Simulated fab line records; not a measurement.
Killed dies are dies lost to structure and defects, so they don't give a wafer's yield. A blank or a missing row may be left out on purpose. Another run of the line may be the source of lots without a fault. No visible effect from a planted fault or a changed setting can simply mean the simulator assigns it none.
Chamber matching ; flow n5Finfet ; rieDiel-05 running N5_BEOL_M7_ETCH_62: 4 sister chambers
The step etches SOC in N2/H2, target depth 110 nm, overetch 22 nm, time 165 s. 7 wafers are shown with their chamber, then 7 later ones without.

## WAFERS PAIRED WITH THEIR CHAMBERS
wafer;chamber;showerheadPlenumPTorr (Torr);drypumpMotorCurrentA (A)
L076.4;1;2.63;5.6
L078.4;1;2.63;5.5
L082.4;0;2.41;5.0
L081.5;2;2.67;6.1
L081.6;3;2.42;5.7
L089.1;2;2.66;6.1
L089.2;3;2.42;5.7

## WAFERS MISSING THEIR CHAMBER
wafer;showerheadPlenumPTorr (Torr);drypumpMotorCurrentA (A)
L089.4;2.66;6.1
L091.3;2.40;5.0
L091.4;2.41;5.8
L091.5;2.66;6.1
L092.2;2.62;5.6
L092.3;2.41;5.7
L092.5;2.41;5.7

## WHICH CHAMBER EACH ONE RAN IN
wafer;from the rows above;in truth
L089.4;2;2
L091.3;0;0
L091.4;3;3
L091.5;2;2
L092.2;1;1
L092.3;3;3
L092.5;3;3
Correct placement for 7 of the 7. Left unplaced by these rows: 0. 0 placed wrongly.
How it was worked out, from the rows above alone: a wafer's distance from a chamber is the root of the sum, over the readings, of the square of ((its reading less the chamber's mean) divided by the reading's scatter). If the next closest chamber is less than 2 further off than the closest, the wafer can't be placed; otherwise it belongs to the closest. For every chamber, the mean is computed from those of its wafers that are shown. The scatter is the square root of a quotient: the sum, over the shown wafers, of each reading's squared deviation from its chamber's mean, divided by wafers minus chambers.
